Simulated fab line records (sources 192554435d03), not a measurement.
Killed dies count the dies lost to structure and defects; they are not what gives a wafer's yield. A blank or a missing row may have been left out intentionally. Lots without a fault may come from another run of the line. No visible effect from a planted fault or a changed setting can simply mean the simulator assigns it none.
Lot-split experiment    flow n5_finfet    39 wafers read across 7 lots, on a route 1938 steps long

## SPLIT DETAILS
At N5_BEOL_M11_ILD_DEP_00 (deposits SiCOH lowk from DEMS/porogen, target thk 308.51 nm, time 58 s), the setting time_s was moved away from the recipe's 58 s on 15 of the 39 wafers read, by -59.7% to -30.1%. This setting was run at the recipe's value on the other wafers.

## SPLIT TO READING: what lies between them in the file, 1 step
- N5_BEOL_M11_CURE_71: cures SiCOH lowk, time 240 s

## THE READING
M11_ILD_THK, in nm, at N5_BEOL_M11_THK_MEAS_01. Fault-free wafers of this fab line usually give 269 nm, standard deviation 3.7 nm.

wafer   tool, chamber at the split  time_s as run, s  against the recipe  M11_ILD_THK, nm  against lot-mates on the recipe
L078.1  pecvd-01, 1                 58                recipe              262              -
L078.2  pecvd-01, 2                 58                recipe              266              -
L078.3  pecvd-01, 0                 58                recipe              262              -
L078.4  pecvd-01, 1                 58                recipe              269              -
L078.5  pecvd-01, 0                 58                recipe              266              -
L078.6  pecvd-01, 2                 58                recipe              271              -
L084.1  pecvd-02, 0                 35.49             -38.8%              164              -108
L084.2  pecvd-02, 2                 35.49             -38.8%              166              -106
L084.3  pecvd-02, 1                 58                recipe              271              -
L084.4  pecvd-02, 1                 58                recipe              275              -
L084.5  pecvd-02, 0                 35.49             -38.8%              166              -106
L084.6  pecvd-02, 2                 58                recipe              270              -
L083.1  pecvd-02, 0,1               23.39             -59.7%              111              -160
L083.2  pecvd-02, 0,1               23.39             -59.7%              111              -160
L083.3  pecvd-02, 2                 58                recipe              265              -
L083.4  pecvd-02, 1                 58                recipe              275              -
L083.5  pecvd-02, 2                 23.39             -59.7%              113              -158
L083.6  pecvd-02, 0                 58                recipe              274              -
L090.1  pecvd-02, 1                 58                recipe              269              -
L090.3  pecvd-02, 2                 58                recipe              265              -
L090.5  pecvd-02, 1                 58                recipe              276              -
L095.1  pecvd-04, 0                 58                recipe              265              -
L095.2  pecvd-04, 2                 40.52             -30.1%              182              -86
L095.3  pecvd-04, 1                 58                recipe              267              -
L095.4  pecvd-04, 1                 58                recipe              271              -
L095.5  pecvd-04, 0                 40.52             -30.1%              188              -80
L095.6  pecvd-04, 2                 40.52             -30.1%              184              -84
L096.1  pecvd-01, 0                 58                recipe              268              -
L096.2  pecvd-01, 2                 23.51             -59.5%              115              -156
L096.3  pecvd-01, 0                 23.51             -59.5%              113              -158
L096.4  pecvd-01, 2                 58                recipe              274              -
L096.5  pecvd-01, 2                 23.51             -59.5%              114              -157
L096.6  pecvd-01, 0                 58                recipe              270              -
L097.1  pecvd-01, 0                 40.21             -30.7%              185              -85
L097.2  pecvd-01, 2                 58                recipe              268              -
L097.3  pecvd-01, 0                 40.21             -30.7%              190              -80
L097.4  pecvd-01, 2                 40.21             -30.7%              190              -80
L097.5  pecvd-01, 0                 58                recipe              272              -
L097.6  pecvd-01, 2                 58                recipe              270              -
If several chambers appear in one row, that row covers several wafers at once and the file leaves open which wafer was in which chamber.

THE FIT
A straight line over all 39 wafers: M11_ILD_THK changes by +2.64 nm for each +1% of time_s; r = +1.00; the points scatter about the line by 3.6 nm.
The same after taking each lot's own level away (the mean of its wafers on the recipe; 39 wafers): +2.67 nm for each +1%; r = +1.00; scatter 3.1 nm.
That fit puts the effect of the largest move of time_s on the reading at 1.6e+02 nm.
From 266.0 to 272.0 nm: that is the span of the lots' own levels, equal to 1.6 times the standard deviation above.
The two slopes are in agreement: the lot-to-lot level therefore moves the slope only a little.
Check: with one of the wafers moved furthest among these (-59.7%) left out of the fit, the line predicts -160 nm for it against its lot-mates. It came out at -160 nm against them.

## THESE WAFERS: OTHER SPLITS
Other splits were also applied to these wafers ahead of the reading. Each is held against what the fit with the lots' levels taken away leaves over:
other split on the same wafers      wafers away from the commonest value  r with M11_ILD_THK (lot level and that fit taken away)
N5_BEOL_M3_ETCH_41 target_depth_a   18                                    -0.04
N5_BEOL_M3_DEP_57 time_s            15                                    -0.10
N5_BEOL_M6_ILD_DEP_00 target_thk_a  15                                    +0.13

## THE WHOLE CHAIN: every reading that the file lists as answering this split, in the file's order
step                     what it does                                                            reading                                                                                    change (the file's fit)               r (the file's)
N5_BEOL_M11_ILD_DEP_00   deposits SiCOH lowk from DEMS/porogen, target thk 308.51 nm, time 58 s  SiCOH_lowk_of_BEOL_M11_ILD_DEP_00.thk_nm (the simulator's own value, which no gauge read)  +3.05 nm for each +1% of the setting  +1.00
N5_BEOL_M11_CURE_71      cures SiCOH lowk, time 240 s                                            SiCOH_lowk_of_BEOL_M11_ILD_DEP_00.thk_nm (the simulator's own value, which no gauge read)  +2.68 nm for each +1% of the setting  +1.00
N5_BEOL_M11_THK_MEAS_01                                                                          M11_ILD_THK                                                                                +2.68 for each +1% of the setting     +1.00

## FILE'S OWN FIT
M11_ILD_THK changes by +2.68 nm for each +1% of time_s, r = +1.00.
